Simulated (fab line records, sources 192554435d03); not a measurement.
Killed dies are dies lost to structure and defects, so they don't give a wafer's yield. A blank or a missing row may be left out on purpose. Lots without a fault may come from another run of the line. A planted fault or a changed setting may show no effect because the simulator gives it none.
A struck lot beside a sound one | flow n5_finfet | 38 steps out of a route of 1938
Sound: wafers L346.1, L346.4, L346.5. Struck: wafers L360.2, L360.3, L360.6. The cause comes at the end.
At each step with rows: each side's tool, then ch and its chambers, then its first start. Under that, the readings that differ: sound wafers | struck wafers | difference of the means | sigmas: that difference in standard deviations of wafers without a fault.
alike: readings whose means differ by less than 2 such deviations, and words and numbers that are the same on both sides. not compared: withheld readings, readings that some wafer has no value for, bounds like >300 that may hide the same value, and numbers for which the record gives no deviation and whose values overlap.
The two part at a step that has a row with sigmas, a row that says differs or no value, or rows on one side only. Numbers that don't overlap but have no deviation are shown without sigmas and don't part them. A reading that every wafer of one side lacks parts them only if that side has two wafers or more.

first, 8 steps without rows for these wafers: N5_MOL_CONTACT_COAG_PRECLEAN_138 (cleans in alkaline clean, time 60 s); N5_MOL_CONTACT_COAG_SRD_139 (time 30 s); N5_MOL_CONTACT_COAG_PRE_CLEAN_121; N5_MOL_CONTACT_COAG_CVD_140 (deposits W, target thk 66.5 nm, time 215 s); N5_MOL_CONTACT_COAG_PRECLEAN_127 (cleans in DIW, time 57.5 s); N5_MOL_CONTACT_COAG_SRD_128 (dry time 32 s); N5_MOL_CONTACT_COAG_CMP_52 (polishes, stops on SiO2, t overpolish 1.5 s, target thk 66.5 nm); N5_MOL_CONTACT_COAG_ANNEAL_112 (time 1800 s).
N5_BEOL_M0_SAQP_PECVD_00: deposits SiCN from 3MS/NH3, target thk 8 nm, time 14 s.
  sound on pecvd-01 ch 0,2, day 6 08:50; struck on pecvd-03 ch 0,1, day 10 04:17
  no value came back on the struck wafers for chamber_pressure_Torr (Torr), rf_fwd_power_W (W), showerhead_plenum_p_Torr (Torr), throttle_valve_pct (%); on the sound wafers chamber_pressure_Torr (Torr) reads 3.000 3.014 2.997
then, 25 steps without rows for these wafers: N5_BEOL_M0_SAQP_ILD_DEP_01 (deposits SiOC from DEMS/O2, target thk 45.419 nm, time 8.7 s); N5_BEOL_M0_SAQP_HM_DEP_02 (deposits TiN, target thk 12 nm); N5_BEOL_M0_SAQP_PECVD_03 (deposits SiCN from 3MS/NH3, target thk 12 nm, time 21.1 s); N5_BEOL_M0_SAQP_PECVD_96 (deposits a-Si from SiH4/He, target thk 45 nm, time 45.2 s); N5_BEOL_M0_SAQP_PECVD_97 (deposits SiNx from SiH4/NH3/N2, target thk 23 nm, time 19.9 s); N5_BEOL_M0_SAQP_PECVD_04 (deposits a-Si from SiH4/He, target thk 60 nm, time 60.2 s); N5_BEOL_M0_SAQP_HM_DEP_111 (deposits SiO2 from SiH4/N2O, target thk 12 nm, time 7.2 s); N5_BEOL_M0_SAQP_COAT_81 (time 60 s, resist thk 100 nm); N5_BEOL_M0_SAQP_COAT_82 (time 60 s, resist thk 30 nm); N5_BEOL_M0_SAQP_COAT_08 (resist thk 90 nm); N5_BEOL_M0_SAQP_EBR_10; N5_BEOL_M0_SAQP_SOFTBAKE_09 (time 60 s); N5_BEOL_M0_SAQP_EXPOSE_11 (exposes mask M0 CORE, target cd 42 nm); N5_BEOL_M0_SAQP_PEB_12 (peb time 60 s); N5_BEOL_M0_SAQP_DEVELOP_13 (develop time 30 s); N5_BEOL_M0_SAQP_DESCUM_19 (chemistry O2, time 7.9 s); N5_BEOL_M0_SAQP_ETCH_83 (etches SiARC in CF4, target depth 39 nm, time 65 s); N5_BEOL_M0_SAQP_ETCH_84 (etches SOC in N2/H2, target depth 100 nm, overetch 20 nm, time 150 s); N5_BEOL_M0_SAQP_STRIP_80 (strips in N2/H2); N5_BEOL_M0_SAQP_HM_OPEN_112 (chemistry CHF3/O2, target SiO2, stops on a-Si, target depth 12 nm, time 13.5 s); N5_BEOL_M0_SAQP_STRIP_113 (strips in CHF3/O2); N5_BEOL_M0_SAQP_MANDREL_ETCH_20 (etches a-Si in HBr/Cl2, stops on SiNx, target depth 60 nm, bt time 10 s, time 30 s); N5_BEOL_M0_SAQP_STRIP_86 (strips in N2/H2); N5_BEOL_M0_SAQP_STRIP_115 (strips in post etch residue remover, time 60 s); N5_BEOL_M0_SAQP_SRD_93 (time 30 s).
N5_BEOL_M0_ETCH_109: etches SiCN in CH3F/O2, target depth 8 nm, overetch 2.4 nm, time 27.4 s.
  sound on rie_diel-05 ch 0,1,3, day 6 19:19; struck on rie_diel-05 ch 1,2,3, day 10 12:46
  reading                  | sound            | struck         | difference | sigmas
  oes_product_au (a.u.)    | 0.67 0.73 0.73   | 0.29 0.30 0.29 | -0.42      | -6
  model.etch.depth_nm (nm) | 8.204 8.24 8.175 | 0 0 0          | -8         |
  alike: drypump_motor_current_A, mfc_ar_sccm, rf_vpp_V, showerhead_plenum_p_Torr, throttle_valve_pct
  not compared: rf_hours_counter_h
N5_BEOL_M0_RS_MEAS_126: measures by four-point-probe.
  sound on film_metro-02, day 6 23:48; struck on film_metro-02, day 10 16:21
  reading        | sound             | struck            | difference | sigmas
  M0_RS (ohm/sq) | 0.540 0.515 0.520 | 0.643 0.659 0.611 | +0.113     | +7
-- the record jumps here: 3 days lie between the struck wafers' starts before and after (it left off in module BEOL_M0 and takes up again in module BEOL_M4, whose first step shown is number 1111 of the route) --
N5_BEOL_M4_RC_MEAS_101:
  sound on prober-02 ch 0, day 9 14:47; struck on prober-02 ch 0, day 13 08:25
  alike: DIBL_N, DIBL_P, IOFF_N, IOFF_P, ION_N, ION_P, SS_N, SS_P, VT_N, VT_P
-- the record jumps here: 4 days lie between the struck wafers' starts before and after (it left off in module BEOL_M4 and takes up again in module PASSIVATION, whose first step shown is number 1936 of the route) --
N5_PASSIVATION_PROBE_49:
  sound on prober-01, day 14 01:23; struck on prober-01, day 17 14:26
  reading                  | sound          | struck         | difference | sigmas
  defect_limited_yield (%) | 94.0 91.6 91.0 | 69.2 65.8 69.1 | -24.2      | -16
  killed_at_M0_to_M3       | 33 30 46       | 297 317 308    | +271       | +25
  killed_dies              | 71 99 106      | 363 404 365    | +285       | +16
  killed_on_rim            | 6 12 13        | 15 112 16      | +37        | +9
  sort_bin_5_function (%)  | 3.4 5.3 5.8    | 27.1 29.0 27.9 | +23.2      | +23
  sort_n_pass              | 1109 1081 1074 | 817 776 815    | -285       | -16
  sort_yield_pct (%)       | 94.0 91.6 91.0 | 69.2 65.8 69.1 | -24.2      | -16
  alike: killed_at_M4_up, killed_at_contacts, killed_at_front_end, killed_at_other, killed_open, killed_short, sort_bin_6_memory

WHERE THEY PART
First at N5_BEOL_M0_SAQP_PECVD_00; last, within this record, at N5_PASSIVATION_PROBE_49.

WHY: what the simulator had put in
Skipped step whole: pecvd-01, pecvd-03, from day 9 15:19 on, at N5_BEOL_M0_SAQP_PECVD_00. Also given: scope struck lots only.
